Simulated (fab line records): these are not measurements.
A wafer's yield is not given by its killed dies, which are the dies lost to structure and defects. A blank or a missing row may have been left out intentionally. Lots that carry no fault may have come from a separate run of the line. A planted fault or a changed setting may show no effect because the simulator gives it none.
fab line records | flow nandHarc
record lots=14 | wafers=42 | lastDay=33
route steps=1302 shown A_BLC@1136 A_M0@1150
lots that met no fault: taken from a fault-free run of the same line
startH: hours from the record's opening day to when the first of the lot's shown wafers began | waitH: time in hours since the lot's previous step | " the same as in the row above | L1.1+2: one row covering several wafers at once | - no value, or no start given | * or withheld: withheld | < > ~ a bound
route shown NAME@n: names a module that has steps shown in the file, with the first one's number in the route | usual: mean/standard deviation taken from wafers without a fault | same: alike in all rows | chamber/n: place in a boat | sites: the reading at each site | _std_site: how widely they spread, as a standard deviation | _edge_site: the outer-site mean with the inner-site mean subtracted | radiusMm: how far each site lies from the wafer's centre | mask NAME#n: copy n | behind: the most recent tool/chamber to have shaped the wafer | hold: what put the lot on hold/how long, in hours/how the hold closed | device: transistor that didn't switch, given as n, p or np | end of line: tests of these same wafers at the route's end | where a step has no rows: the recipe by itself | killed: not the wafer's yield, but the dies lost to structure and defects at the first sort | map: the dies of a wafer, with x for killed, . for not killed, _ for no die there
set.NAME: the setting that was run; set.NAME@STEP: the one run at that earlier step | model.NAME: the simulator's own value behind a step, which no gauge read
steps of the route over a sample of lots; a table a step, a row a wafer
services: a tool's chamber out of use, with start hour (startH, from the record's first day; less than 0 if before it), hours out, and reason
## steps
# step NHARC_A_BLC_INSPECT_28
# usual rawDefectCount=529/130
lot.wafer | tool             | chamber | startH | waitH | rawDefectCount
L996.1    | defectInspect-01 | -       | 525.47 | 0.1   | 341
L996.2    | "                | -       | "      | "     | 291
L996.6    | "                | -       | "      | "     | 431
L997.1    | defectInspect-01 | -       | 526.58 | 0.1   | 390
L997.3    | "                | -       | "      | "     | 478
L997.6    | "                | -       | "      | "     | 485
L999.1    | defectInspect-02 | -       | 545.13 | 0.1   | 721
L999.5    | "                | -       | "      | "     | 546
L999.6    | "                | -       | "      | "     | 453
L998.2    | defectInspect-01 | -       | 545.71 | 0.1   | 654
L998.3    | "                | -       | "      | "     | 800
L998.4    | "                | -       | "      | "     | 616
L102.1    | defectInspect-02 | -       | 580.98 | 0.1   | 549
L102.4    | "                | -       | "      | "     | 476
L102.6    | "                | -       | "      | "     | 391
L103.1    | defectInspect-01 | -       | 582.12 | 0.1   | 708
L103.3    | "                | -       | "      | "     | 604
L103.6    | "                | -       | "      | "     | 532
L104.1    | defectInspect-01 | -       | 596.38 | 0.1   | 547
L104.2    | "                | -       | "      | "     | 503
L104.4    | "                | -       | "      | "     | 413
L109.4    | defectInspect-02 | -       | 646.65 | 0.1   | 661
L109.5    | "                | -       | "      | "     | 438
L109.6    | "                | -       | "      | "     | 529
L111.3    | defectInspect-01 | -       | 664.47 | 0.1   | 779
L111.5    | "                | -       | "      | "     | 608
L111.6    | "                | -       | "      | "     | 707
L110.1    | defectInspect-01 | -       | 673.21 | 0.1   | 472
L110.3    | "                | -       | "      | "     | 484
L110.4    | "                | -       | "      | "     | 586
L113.1    | defectInspect-01 | -       | 679.63 | 0.1   | 684
L113.2    | "                | -       | "      | "     | 562
L113.5    | "                | -       | "      | "     | 595
L117.1    | defectInspect-01 | -       | 716.93 | 0.1   | 425
L117.2    | "                | -       | "      | "     | 540
L117.5    | "                | -       | "      | "     | 397
L116.1    | defectInspect-01 | -       | 722.12 | 0.1   | 548
L116.4    | "                | -       | "      | "     | 531
L116.6    | "                | -       | "      | "     | 368
L119.1    | defectInspect-01 | -       | 751.82 | 0.1   | 689
L119.2    | "                | -       | "      | "     | 707
L119.4    | "                | -       | "      | "     | 319
# step NHARC_A_M0_DESCUM_14
# recipe timeS=3 | o2FlowSccm=200 | arFlowSccm=0 | biasPowerW=0 | chemistry=O2
# usual drypumpMotorCurrentA=5.6/0.36 | oesProductAu=0.998/0.0079 | rfVppV=57.8/0.86 | showerheadPlenumPTorr=1.91/0.09 | throttleValvePct=11.311/0.0091
lot.wafer | tool       | chamber | startH | waitH | drypumpMotorCurrentA | oesProductAu | rfHoursCounterH | rfVppV | showerheadPlenumPTorr | throttleValvePct
L996.2    | rieDiel-07 | 0       | 526.56 | 0.1   | 5.6                  | 0.989        | 2.0             | 58.0   | 1.96                  | 11.324
L996.1    | "          | 1       | "      | "     | 5.4                  | 1.005        | 2.0             | 58.2   | 1.82                  | 11.317
L996.6    | "          | 0       | "      | "     | 5.6                  | 0.991        | -               | 57.7   | 1.96                  | 11.322
L997.1    | rieDiel-02 | 3       | 527.57 | 0.1   | 5.3                  | 0.992        | 5.6             | 58.0   | 1.91                  | 11.309
L997.3    | "          | 0       | "      | "     | 6.1                  | 0.992        | 5.2             | 57.4   | 1.83                  | 11.306
L997.6    | "          | 1       | "      | "     | 5.4                  | 0.990        | -               | 59.1   | 1.99                  | 11.314
L999.1    | rieDiel-02 | 3       | 546.23 | 0.1   | 5.2                  | 0.998        | 6.2             | 57.4   | 1.91                  | 11.327
L999.5    | "          | 2       | "      | "     | 5.6                  | 1.005        | -               | 56.8   | 2.06                  | 11.309
L999.6    | "          | 3       | "      | "     | 5.2                  | 0.997        | -               | 58.3   | 1.91                  | 11.309
L998.2    | rieDiel-02 | 0       | 546.79 | 0.1   | 6.1                  | 0.990        | 5.8             | 56.1   | 1.83                  | 11.308
L998.4    | "          | 2       | "      | "     | 5.6                  | 1.008        | 5.4             | 58.3   | 2.06                  | 11.313
L998.3    | "          | 3       | "      | "     | 5.2                  | 1.004        | 6.3             | 57.5   | 1.91                  | 11.314
L102.4    | rieDiel-07 | 2       | 582.08 | 0.1   | 5.0                  | 0.983        | 3.5             | 59.3   | 1.99                  | 11.312
L102.1    | "          | 3       | "      | "     | 5.1                  | 0.990        | 6.2             | 58.0   | 1.98                  | 11.311
L102.6    | "          | 2       | "      | "     | 5.0                  | 1.013        | -               | 58.6   | 1.99                  | 11.311
L103.3    | rieDiel-07 | 1       | 583.21 | 0.1   | 5.4                  | 0.997        | 5.8             | 57.4   | 1.82                  | 11.314
L103.1    | "          | 0       | "      | "     | 5.6                  | 0.981        | 6.2             | 57.6   | 1.96                  | 11.313
L103.6    | "          | 1       | "      | "     | 5.4                  | 0.995        | -               | 57.9   | 1.82                  | 11.310
L104.4    | rieDiel-02 | 0       | 597.47 | 0.1   | 6.1                  | 0.995        | 0.6             | 57.9   | 1.82                  | 11.318
L104.1    | "          | 2       | "      | "     | 5.6                  | 1.001        | 0.5             | 58.9   | 2.05                  | 11.319
L104.2    | "          | 3       | "      | "     | 5.3                  | 1.011        | 0.6             | 58.0   | 1.91                  | 11.293
L109.4    | rieDiel-02 | 2       | 647.63 | 0.1   | 5.6                  | 0.990        | 2.8             | 58.5   | 2.05                  | 11.331
L109.6    | "          | 0       | "      | "     | 6.1                  | 1.005        | -               | 58.2   | 1.82                  | 11.306
L109.5    | "          | 1       | "      | "     | 5.4                  | 1.009        | -               | 57.6   | 1.99                  | 11.311
L111.3    | rieDiel-02 | 0       | 665.58 | 0.1   | 6.0                  | 0.998        | 4.1             | 57.0   | 1.82                  | 11.310
L111.5    | "          | 1       | "      | "     | 5.4                  | 0.999        | -               | 57.1   | 1.99                  | 11.304
L111.6    | "          | 2       | "      | "     | 5.6                  | 0.994        | -               | 57.5   | 2.05                  | 11.311
L110.3    | rieDiel-02 | 3       | 674.17 | 0.1   | 5.2                  | 1.002        | 3.8             | 56.7   | 1.91                  | 11.313
L110.1    | "          | 1       | "      | "     | 5.4                  | 1.000        | 4.0             | 58.0   | 1.99                  | 11.301
L110.4    | "          | 2       | "      | "     | 5.6                  | 0.997        | 3.6             | 58.3   | 2.05                  | 11.312
L113.2    | rieDiel-02 | 0       | 680.60 | 0.1   | 6.0                  | 0.998        | 4.3             | 57.1   | 1.82                  | 11.317
L113.1    | "          | 1       | "      | "     | 5.4                  | 1.006        | 4.1             | 56.4   | 1.99                  | 11.307
L113.5    | "          | 0       | "      | "     | 6.1                  | 0.998        | -               | 58.3   | 1.82                  | 11.311
L117.2    | rieDiel-02 | 0       | 718.02 | 0.1   | 6.2                  | 1.000        | 6.0             | 56.6   | 1.82                  | 11.330
L117.1    | "          | 2       | "      | "     | 5.6                  | 0.998        | 5.7             | 58.6   | 2.05                  | 11.295
L117.5    | "          | 3       | "      | "     | 5.3                  | 1.007        | -               | 57.3   | 1.90                  | 11.319
L116.1    | rieDiel-02 | 0       | 723.21 | 0.1   | 6.1                  | 1.004        | 6.1             | 60.5   | 1.82                  | 11.311
L116.4    | "          | 1       | "      | "     | 5.3                  | 1.013        | 5.9             | 57.4   | 1.99                  | 11.306
L116.6    | "          | 0       | "      | "     | 6.1                  | 1.000        | -               | 57.9   | 1.82                  | 11.300
L119.1    | rieDiel-07 | 0       | 752.91 | 0.1   | 5.6                  | 0.999        | 5.8             | 57.8   | 1.96                  | 11.298
L119.2    | "          | 1       | "      | "     | 5.4                  | 0.998        | 5.5             | 57.9   | 1.82                  | 11.316
L119.4    | "          | 2       | "      | "     | 5.1                  | 1.001        | 6.1             | 57.0   | 1.99                  | 11.299
# step NHARC_A_M0_STRIP_18
# recipe powerW=1000 | n2FlowSccm=150 | h2FlowSccm=150 | arFlowSccm=0 | biasW=0 | chemistry=N2/H2
# usual drypumpMotorCurrentA=5.7/0.39 | oesProductAu=0.999/0.0073 | rfVppV=90.5/1 | showerheadPlenumPTorr=2.00/0.097 | throttleValvePct=14.169/0.009
lot.wafer | tool       | chamber | startH | waitH | drypumpMotorCurrentA | oesProductAu | rfHoursCounterH | rfVppV | showerheadPlenumPTorr | throttleValvePct
L996.2    | rieDiel-09 | 0       | 526.97 | 0.1   | 5.6                  | 1.000        | 2.4             | 90.5   | 1.89                  | 14.185
L996.1    | "          | 1       | "      | "     | 5.9                  | 1.006        | 2.3             | 88.8   | 1.95                  | 14.167
L996.6    | "          | 1       | "      | "     | 5.8                  | 1.003        | -               | 91.7   | 1.95                  | 14.165
L997.1    | rieDiel-07 | 3       | 527.92 | 0.1   | 5.2                  | 0.989        | 2.2             | 91.4   | 2.11                  | 14.163
L997.3    | "          | 1       | "      | "     | 5.4                  | 1.003        | 2.1             | 90.1   | 1.94                  | 14.160
L997.6    | "          | 1       | "      | "     | 5.4                  | 0.999        | -               | 89.6   | 1.94                  | 14.173
L999.1    | rieDiel-09 | 3       | 546.62 | 0.1   | 6.4                  | 0.999        | 3.1             | 89.0   | 1.93                  | 14.168
L999.6    | "          | 2       | "      | "     | 5.9                  | 0.996        | -               | 90.0   | 1.91                  | 14.178
L999.5    | "          | 3       | "      | "     | 6.4                  | 1.003        | -               | 89.6   | 1.93                  | 14.177
L998.3    | rieDiel-09 | 2       | 547.17 | 0.1   | 5.9                  | 1.012        | 3.4             | 88.6   | 1.91                  | 14.162
L998.2    | "          | 0       | "      | "     | 5.6                  | 0.990        | 3.2             | 90.6   | 1.89                  | 14.170
L998.4    | "          | 1       | "      | "     | 5.8                  | 0.993        | 3.6             | 90.4   | 1.95                  | 14.165
L102.4    | rieDiel-02 | 1       | 582.47 | 0.1   | 5.4                  | 0.998        | 0.1             | 91.3   | 2.12                  | 14.165
L102.1    | "          | 2       | "      | "     | 5.6                  | 0.992        | 0.1             | 92.2   | 2.19                  | 14.166
L102.6    | "          | 1       | "      | "     | 5.4                  | 1.010        | -               | 90.6   | 2.13                  | 14.163
L103.1    | rieDiel-02 | 2       | 583.58 | 0.1   | 5.6                  | 0.997        | 0.2             | 90.3   | 2.19                  | 14.175
L103.3    | "          | 0       | "      | "     | 6.1                  | 0.998        | 0.3             | 90.4   | 1.94                  | 14.169
L103.6    | "          | 2       | "      | "     | 5.6                  | 0.994        | -               | 91.1   | 2.20                  | 14.169
L104.2    | rieDiel-09 | 1       | 597.84 | 0.1   | 5.8                  | 0.998        | 7.2             | 91.1   | 1.95                  | 14.180
L104.1    | "          | 0       | "      | "     | 5.6                  | 0.998        | 7.2             | 90.5   | 1.89                  | 14.177
L104.4    | "          | 1       | "      | "     | 5.8                  | 1.003        | -               | 89.5   | 1.95                  | 14.166
L109.4    | rieDiel-09 | 3       | 647.99 | 0.1   | 6.4                  | 0.996        | 8.4             | 88.8   | 1.93                  | 14.171
L109.6    | "          | 3       | "      | "     | 6.4                  | 1.000        | -               | 91.9   | 1.93                  | 14.152
L109.5    | "          | 0       | "      | "     | 5.6                  | 0.982        | -               | 90.8   | 1.89                  | 14.163
L111.3    | rieDiel-07 | 3       | 665.95 | 0.1   | 5.1                  | 1.002        | 0.1             | 91.8   | 2.11                  | 14.179
L111.5    | "          | 2       | "      | "     | 5.1                  | 0.992        | -               | 91.2   | 2.12                  | 14.172
L111.6    | "          | 3       | "      | "     | 5.1                  | 0.995        | -               | 89.6   | 2.11                  | 14.175
L110.4    | rieDiel-02 | 0       | 674.55 | 0.1   | 6.1                  | 1.006        | 4.3             | 89.7   | 1.94                  | 14.153
L110.1    | "          | 2       | "      | "     | 5.6                  | 1.002        | 3.6             | 90.9   | 2.19                  | 14.152
L110.3    | "          | 3       | "      | "     | 5.2                  | 1.004        | 3.8             | 91.3   | 2.03                  | 14.164
L113.2    | rieDiel-07 | 2       | 680.97 | 0.1   | 5.1                  | 0.994        | 0.4             | 90.4   | 2.12                  | 14.171
L113.1    | "          | 0       | "      | "     | 5.6                  | 1.007        | 0.2             | 90.4   | 2.09                  | 14.180
L113.5    | "          | 2       | "      | "     | 5.1                  | 1.004        | -               | 91.9   | 2.12                  | 14.170
L117.1    | rieDiel-09 | 0       | 718.42 | 0.1   | 5.6                  | 1.002        | 1.0             | 91.3   | 1.89                  | 14.158
L117.2    | "          | 2       | "      | "     | 5.9                  | 1.003        | 1.2             | 91.0   | 1.90                  | 14.163
L117.5    | "          | 3       | "      | "     | 6.4                  | 1.000        | -               | 91.6   | 1.93                  | 14.181
L116.4    | rieDiel-07 | 1       | 723.61 | 0.1   | 5.4                  | 1.012        | 3.2             | 90.8   | 1.93                  | 14.182
L116.1    | "          | 3       | "      | "     | 5.1                  | 1.000        | 4.1             | 89.8   | 2.11                  | 14.159
L116.6    | "          | 1       | "      | "     | 5.4                  | 1.001        | -               | 89.5   | 1.93                  | 14.167
L119.1    | rieDiel-09 | 2       | 753.28 | 0.1   | 5.9                  | 1.012        | 5.4             | 90.0   | 1.90                  | 14.174
L119.2    | "          | 0       | "      | "     | 5.6                  | 0.992        | 4.7             | 89.7   | 1.89                  | 14.165
L119.4    | "          | 1       | "      | "     | 5.8                  | 1.015        | 4.7             | 92.1   | 1.94                  | 14.166
# step NHARC_A_M0_ECD_22
# recipe targetThkA=4000 | bathTempC=25 | material=Cu
# usual bathHeatDutyPct=6.4/0.62
lot.wafer | tool     | chamber | startH | waitH | bathHeatDutyPct
L996.2    | ecdCu-01 | 0       | 527.87 | -     | 6.2
L996.1    | "        | 1       | "      | "     | 7.0
L996.6    | "        | 1       | "      | "     | 7.6
L997.1    | ecdCu-01 | 1       | 528.92 | -     | 6.6
L997.3    | "        | 1       | "      | "     | 7.1
L997.6    | "        | 1       | "      | "     | 7.2
L999.1    | ecdCu-02 | 1       | 547.54 | -     | 6.0
L999.6    | "        | 0       | "      | "     | 6.8
L999.5    | "        | 1       | "      | "     | 5.6
L998.2    | ecdCu-01 | 0       | 548.12 | -     | 8.0
L998.4    | "        | 1       | "      | "     | 7.1
L998.3    | "        | 0       | "      | "     | 6.2
L102.1    | ecdCu-01 | 1       | 583.41 | -     | 5.6
L102.4    | "        | 0       | "      | "     | 6.5
L102.6    | "        | 0       | "      | "     | 5.9
L103.1    | ecdCu-02 | 1       | 584.48 | -     | 5.7
L103.3    | "        | 0       | "      | "     | 5.9
L103.6    | "        | 0       | "      | "     | 6.6
L104.1    | ecdCu-01 | 0       | 598.79 | -     | 6.3
L104.2    | "        | 1       | "      | "     | 7.3
L104.4    | "        | 0       | "      | "     | 6.7
L109.4    | ecdCu-01 | 0       | 649.05 | -     | 6.2
L109.6    | "        | 1       | "      | "     | 7.2
L109.5    | "        | 0       | "      | "     | 5.9
L111.3    | ecdCu-02 | 0       | 666.98 | -     | 6.1
L111.6    | "        | 1       | "      | "     | 5.5
L111.5    | "        | 0       | "      | "     | 5.4
L110.1    | ecdCu-02 | 1       | 675.45 | -     | 4.9
L110.3    | "        | 1       | "      | "     | 6.4
L110.4    | "        | 0       | "      | "     | 6.9
L113.2    | ecdCu-01 | 0       | 681.88 | -     | 6.1
L113.1    | "        | 1       | "      | "     | 6.6
L113.5    | "        | 0       | "      | "     | 6.6
L117.2    | ecdCu-01 | 1       | 719.31 | -     | 6.1
L117.1    | "        | 0       | "      | "     | 5.7
L117.5    | "        | 0       | "      | "     | 7.2
L116.1    | ecdCu-01 | 1       | 724.51 | -     | 6.9
L116.4    | "        | 0       | "      | "     | 6.3
L116.6    | "        | 1       | "      | "     | 6.4
L119.1    | ecdCu-01 | 0       | 754.19 | -     | 7.3
L119.2    | "        | 1       | "      | "     | 6.1
L119.4    | "        | 0       | "      | "     | 6.7
# step NHARC_A_M0_CMP_23
# recipe tOverpolishS=20 | targetThkNm=113.75
# usual motorCurrentA=12.4/1.2 | timeToEndpointS=28.4/2.2
lot.wafer | tool   | chamber | startH | waitH | motorCurrentA | timeToEndpointS
L996.2    | cmp-03 | 1       | 528.63 | -     | 13.3          | 29.8
L996.1    | "      | 3       | "      | "     | 10.2          | 30.3
L996.6    | "      | 0       | "      | "     | 13.3          | 30.4
L997.1    | cmp-01 | 0       | 529.66 | -     | 11.8          | 27.5
L997.3    | "      | 1       | "      | "     | 12.7          | 26.7
L997.6    | "      | 3       | "      | "     | 11.5          | 26.2
L999.1    | cmp-03 | 2       | 548.27 | -     | 10.6          | 26.8
L999.6    | "      | 0       | "      | "     | 13.4          | 29.1
L999.5    | "      | 1       | "      | "     | 12.3          | 28.0
L998.4    | cmp-01 | 2       | 548.83 | -     | 13.4          | 28.6
L998.2    | "      | 3       | "      | "     | 11.5          | 24.6
L998.3    | "      | 0       | "      | "     | 12.8          | 25.2
L102.4    | cmp-01 | 1       | 584.08 | -     | 13.6          | 26.1
L102.1    | "      | 3       | "      | "     | 11.3          | 28.5
L102.6    | "      | 2       | "      | "     | 12.7          | 28.2
L103.3    | cmp-01 | 0       | 585.21 | -     | 12.7          | 28.0
L103.1    | "      | 3       | "      | "     | 11.1          | 28.4
L103.6    | "      | 0       | "      | "     | 12.2          | 27.8
L104.4    | cmp-03 | 2       | 599.51 | -     | 10.8          | 26.9
L104.2    | "      | 3       | "      | "     | 10.7          | 27.9
L104.1    | "      | 0       | "      | "     | 13.5          | 27.3
L109.4    | cmp-03 | 1       | 649.65 | -     | 13.4          | 25.4
L109.6    | "      | 0       | "      | "     | 13.9          | 29.0
L109.5    | "      | 1       | "      | "     | 13.6          | 27.0
L111.3    | cmp-03 | 3       | 667.75 | -     | 10.8          | 9.6
L111.5    | "      | 1       | "      | "     | 13.3          | 30.2
L111.6    | "      | 2       | "      | "     | 10.9          | 31.1
L110.3    | cmp-04 | 0       | 676.21 | -     | 10.6          | 12.5
L110.1    | "      | 1       | "      | "     | 12.3          | 11.7
L110.4    | "      | 2       | "      | "     | 13.1          | 12.2
L113.1    | cmp-01 | 0       | 682.64 | -     | 13.2          | 32.9
L113.2    | "      | 1       | "      | "     | 14.3          | 30.0
L113.5    | "      | 3       | "      | "     | 11.5          | 32.0
L117.1    | cmp-03 | 2       | 720.34 | -     | 10.7          | 31.7
L117.2    | "      | 0       | "      | "     | 13.9          | 33.2
L117.5    | "      | 2       | "      | "     | 11.3          | 31.8
L116.4    | cmp-01 | 1       | 725.28 | -     | 13.5          | 29.3
L116.1    | "      | 2       | "      | "     | 12.5          | 32.9
L116.6    | "      | 0       | "      | "     | 12.1          | 30.5
L119.1    | cmp-04 | 0       | 754.95 | -     | 11.5          | 32.3
L119.4    | "      | 1       | "      | "     | 12.9          | 31.2
L119.2    | "      | 2       | "      | "     | 12.1          | 30.0
## services
tool       | chamber | startH | hours | kind
cmp-01     | -       | 505.42 | 2.6   | repair
ecdCu-01   | -       | 511.27 | 0.6   | repair
ecdCu-01   | -       | 512.06 | 8.0   | pm
rieDiel-02 | 2       | 514.27 | 4.9   | repair
cmp-01     | -       | 536.49 | 1.5   | repair
cmp-01     | -       | 549.24 | 1.0   | repair
cmp-03     | -       | 564.53 | 2.1   | repair
rieDiel-02 | -       | 570.70 | 9.0   | pm
cmp-03     | -       | 575.38 | 1.0   | repair
cmp-03     | -       | 576.39 | 4.0   | pm
cmp-01     | -       | 577.95 | 4.0   | pm
cmp-03     | -       | 589.59 | 1.7   | repair
rieDiel-07 | 0       | 616.95 | 3.6   | repair
cmp-03     | -       | 620.90 | 0.2   | repair
ecdCu-01   | -       | 628.35 | 0.3   | repair
cmp-01     | -       | 633.00 | 0.6   | repair
rieDiel-09 | -       | 640.04 | 0.2   | repair
rieDiel-07 | -       | 648.21 | 9.0   | pm
cmp-01     | -       | 664.63 | 2.2   | repair
rieDiel-07 | 0       | 668.24 | 2.6   | repair
rieDiel-07 | 3       | 670.62 | 9.4   | repair
rieDiel-09 | -       | 674.15 | 9.0   | pm
ecdCu-01   | -       | 688.06 | 8.0   | pm
rieDiel-02 | -       | 747.70 | 9.0   | pm
## key
firstSign step=NHARC_A_M0_CMP_23 | reading=timeToEndpointS | direction=down | sigmas=7.5 | usual=* | struck=*
effect none on later readings
metAt NHARC_A_M0_ECD_22
struckLots L110,L111
struckWafers L110.1,L110.3,L110.4,L111.3
sortLeftOut L110.1,L110.3,L110.4,L111.3
notActingAt NHARC_A_BLC_INSPECT_28,NHARC_A_M0_DESCUM_14,NHARC_A_M0_STRIP_18
onsetBetween 584.48 666.98
fault kind=processParameterDrift | tool=ecdCu-02 | chamber=- | onsetH=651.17 | steps=NHARC_A_M0_ECD_22 | channel=targetThkA | offset=* | shape=step | endH=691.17 | scope=struckWafersOnly | actsIn=* | stated=*
# sortLeftOut: the simulated sort isn't trusted on such a fault, so these wafers' sort isn't shown, and their yield isn't known
